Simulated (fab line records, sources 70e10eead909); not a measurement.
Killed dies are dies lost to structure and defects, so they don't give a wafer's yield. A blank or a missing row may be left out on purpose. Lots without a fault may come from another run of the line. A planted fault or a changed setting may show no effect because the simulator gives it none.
Chamber matching | flow nand_harc | NHARC_A_CHANNEL_FILL_D1_ALD_25 on ald_hk-01: 4 sister chambers
The step deposits SiOx, target thk 60 nm, pulse time 10 s, ald cycles 600. 16 wafers are shown with their chamber, then 8 later ones without.

WAFERS WITH THEIR CHAMBER
wafer  | chamber | heater_power_w (W) | precursor_pulse_height_rel
L079.4 | 2       | 467                | 1.008
L079.1 | 1       | 446                | 0.966
L079.6 | 2       | 477                | 0.973
L078.1 | 1       | 431                | 1.005
L078.5 | 0       | 504                | 0.962
L078.6 | 1       | 440                | 1.030
L082.4 | 1       | 445                | 1.008
L082.5 | 0       | 514                | 1.024
L082.6 | 1       | 430                | 1.004
L083.2 | 2       | 472                | 1.012
L083.5 | 2       | 477                | 0.982
L083.6 | 3       | 461                | 1.017
L086.1 | 1       | 441                | 0.998
L086.2 | 3       | 468                | 1.015
L086.5 | 1       | 435                | 1.010
L088.3 | 2       | 458                | 0.974

SIGNATURES (means of the wafers above)
reading                    | chamber 0 | chamber 1 | chamber 2 | chamber 3 | scatter within a chamber
heater_power_w             | 509.00    | 438.29    | 470.20    | 464.50    | 6.93
precursor_pulse_height_rel | 0.99300   | 1.00300   | 0.98980   | 1.01600   | 0.0215
Rule: a wafer's distance from a chamber is the root of the sum, over the readings, of the square of ((its reading less the chamber's mean) divided by the reading's scatter). The wafer belongs to the nearest chamber; if the next one is less than 2 further off, it can't be placed. The scatter: the root of (the sum of the squares of (reading less its chamber's mean) over the shown wafers, divided by (wafers less chambers)).

WAFERS WITHOUT THEIR CHAMBER
wafer  | heater_power_w (W) | precursor_pulse_height_rel
L088.1 | 514                | 1.022
L088.6 | 471                | 1.015
L092.2 | 429                | 1.021
L092.4 | 514                | 0.964
L092.6 | 480                | 1.020
L095.1 | 470                | 1.001
L095.3 | 432                | 0.982
L095.6 | 446                | 1.029

WHICH CHAMBER EACH WENT THROUGH
wafer  | from the rows above     | in truth
L088.1 | 0                       | 0
L088.6 | can't be placed: 3 or 2 | 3
L092.2 | 1                       | 1
L092.4 | 0                       | 0
L092.6 | can't be placed: 2 or 3 | 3
L095.1 | can't be placed: 2 or 3 | 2
L095.3 | 1                       | 1
L095.6 | can't be placed: 1 or 3 | 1
Placed correctly: 4 of 8. Can't be placed from these rows: 4 (the true chamber is among the candidates in 4). Placed wrongly: 0.
